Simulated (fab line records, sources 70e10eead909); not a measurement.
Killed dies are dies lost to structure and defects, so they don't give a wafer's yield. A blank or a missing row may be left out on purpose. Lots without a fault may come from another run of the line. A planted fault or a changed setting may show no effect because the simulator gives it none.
Chamber matching | flow nand_harc | NHARC_A_STAIRCASE_CMP_450 on cmp-04: 4 sister chambers
The step polishes SiO2, target thk 200 nm. 16 wafers are shown with their chamber, then 8 later ones without.

WAFERS WITH THEIR CHAMBER
wafer  | chamber | motor_current_A (A)
L075.4 | 1       | 13.9
L075.5 | 1       | 13.5
L075.6 | 0       | 12.6
L078.1 | 1       | 12.8
L078.3 | 3       | 12.3
L078.6 | 2       | 12.7
L080.1 | 2       | 11.6
L080.2 | 3       | 12.0
L080.4 | 1       | 12.6
L081.2 | 1       | 13.7
L081.3 | 3       | 11.8
L081.4 | 2       | 12.0
L084.2 | 0       | 12.9
L084.3 | 3       | 12.0
L084.6 | 0       | 12.5
L086.3 | 2       | 12.0

SIGNATURES (means of the wafers above)
reading         | chamber 0 | chamber 1 | chamber 2 | chamber 3 | scatter within a chamber
motor_current_A | 12.667    | 13.300    | 12.075    | 12.025    | 0.422
Rule: a wafer's distance from a chamber is the root of the sum, over the readings, of the square of ((its reading less the chamber's mean) divided by the reading's scatter). The wafer belongs to the nearest chamber; if the next one is less than 2 further off, it can't be placed. The scatter: the root of (the sum of the squares of (reading less its chamber's mean) over the shown wafers, divided by (wafers less chambers)).

WAFERS WITHOUT THEIR CHAMBER
wafer  | motor_current_A (A)
L086.5 | 13.2
L086.6 | 12.6
L087.1 | 12.5
L087.5 | 12.8
L087.6 | 13.5
L091.2 | 11.8
L091.4 | 12.8
L091.5 | 12.9

WHICH CHAMBER EACH WENT THROUGH
wafer  | from the rows above               | in truth
L086.5 | can't be placed: 1 or 0           | 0
L086.6 | can't be placed: 0 or 2 or 3 or 1 | 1
L087.1 | can't be placed: 0 or 2 or 3 or 1 | 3
L087.5 | can't be placed: 0 or 1 or 2 or 3 | 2
L087.6 | can't be placed: 1 or 0           | 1
L091.2 | can't be placed: 3 or 2 or 0      | 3
L091.4 | can't be placed: 0 or 1 or 2 or 3 | 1
L091.5 | can't be placed: 0 or 1 or 2 or 3 | 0
Placed correctly: 0 of 8. Can't be placed from these rows: 8 (the true chamber is among the candidates in 8). Placed wrongly: 0.
